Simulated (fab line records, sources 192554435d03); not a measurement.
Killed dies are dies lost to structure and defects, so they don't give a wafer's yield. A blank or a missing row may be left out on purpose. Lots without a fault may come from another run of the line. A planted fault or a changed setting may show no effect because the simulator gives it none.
Split-lot experiment | flow n5_finfet | 7 lots, 21 wafers read, on a route of 1938 steps

THE SPLIT
At N5_DUMMY_GATE_ETCH_37 (etches SOC in N2/H2, target depth 60 nm, overetch 30 nm), the setting source_w was moved away from the recipe's 840 W on 4 of the 21 wafers read, by -13.3% to +4.5%. The other wafers ran this setting at the recipe's value.

The reading is taken at the split's own step.

THE READING
rf_vpp_V, in V, at N5_DUMMY_GATE_ETCH_37 (etches SOC in N2/H2, target depth 60 nm, overetch 30 nm). Fault-free wafers of this fab line usually give 523.7 V, standard deviation 2.6 V.

wafer  | tool, chamber at the split | source_w as run, W | against the recipe | rf_vpp_V, V | against lot-mates on the recipe
L079.1 | rie_diel-02, 0             | 727.9              | -13.3%             | 548.9       | +22.8
L079.4 | rie_diel-02, 2             | 840                | recipe             | 527.1       | -
L079.6 | rie_diel-02, 1             | 840                | recipe             | 525.1       | -
L080.1 | rie_diel-02, 2             | 840                | recipe             | 528.1       | -
L080.5 | rie_diel-02, 3             | 840                | recipe             | 520.2       | -
L080.6 | rie_diel-02, 2             | 840                | recipe             | 526.7       | -
L082.1 | rie_diel-03, 2             | 840                | recipe             | 519.3       | -
L082.2 | rie_diel-03, 3             | 877.9              | +4.5%              | 511.4       | -7.9
L082.6 | rie_diel-03, 0             | 877.9              | +4.5%              | 515.2       | -4.1
L084.2 | rie_diel-02, 1             | 840                | recipe             | 525.4       | -
L084.3 | rie_diel-02, 2             | 840                | recipe             | 527.0       | -
L084.4 | rie_diel-02, 3             | 840                | recipe             | 522.0       | -
L087.1 | rie_diel-03, 2             | 840                | recipe             | 520.4       | -
L087.4 | rie_diel-03, 2             | 840                | recipe             | 520.5       | -
L087.6 | rie_diel-03, 1             | 767.1              | -8.7%              | 542.4       | +21.9
L089.3 | rie_diel-06, 2             | 840                | recipe             | 520.1       | -
L089.4 | rie_diel-06, 1             | 840                | recipe             | 526.9       | -
L089.5 | rie_diel-06, 3             | 840                | recipe             | 523.7       | -
L095.1 | rie_diel-02, 2             | 840                | recipe             | 526.2       | -
L095.3 | rie_diel-02, 3             | 840                | recipe             | 523.0       | -
L095.6 | rie_diel-02, 0             | 840                | recipe             | 522.4       | -

THE FIT
A straight line over all 21 wafers: rf_vpp_V changes by -2.02 V for each +1% of source_w; r = -0.94; the points scatter about the line by 2.9 V.
The same after taking each lot's own level away (the mean of its wafers on the recipe; 21 wafers): -1.85 V for each +1%; r = -0.94; scatter 2.7 V.
On that fit, the largest move of source_w shifts the reading by 25 V.
The lots' own levels span 519.30 to 526.10 V, that is 2.6 times the standard deviation above.
So the lot-to-lot level changes the slope little: the two slopes agree.
Check: with one of the wafers moved furthest among these (-13.3%) left out of the fit, the line predicts +28.7 V for it against its lot-mates. It came out at +22.8 V against them.
Tool readings at the split's step, against how far the setting was moved: rf_vpp_V r = -0.94.

THE WHOLE CHAIN: every reading that the file lists as answering this split, in the file's order
step                  | what it does                                            | reading                                                                             | change (the file's fit)                | r (the file's)
N5_DUMMY_GATE_ETCH_37 | etches SOC in N2/H2, target depth 60 nm, overetch 30 nm | rf_vpp_V                                                                            | -1.9 V for each +1% of the setting     | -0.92
N5_DUMMY_GATE_ETCH_37 | etches SOC in N2/H2, target depth 60 nm, overetch 30 nm | SiARC_of_DUMMY_GATE_COAT_35.thk_nm (the simulator's own value, which no gauge read) | -0.0308 nm for each +1% of the setting | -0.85

THE FILE'S OWN FIT
rf_vpp_V changes by -1.9 V for each +1% of source_w, r = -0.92.
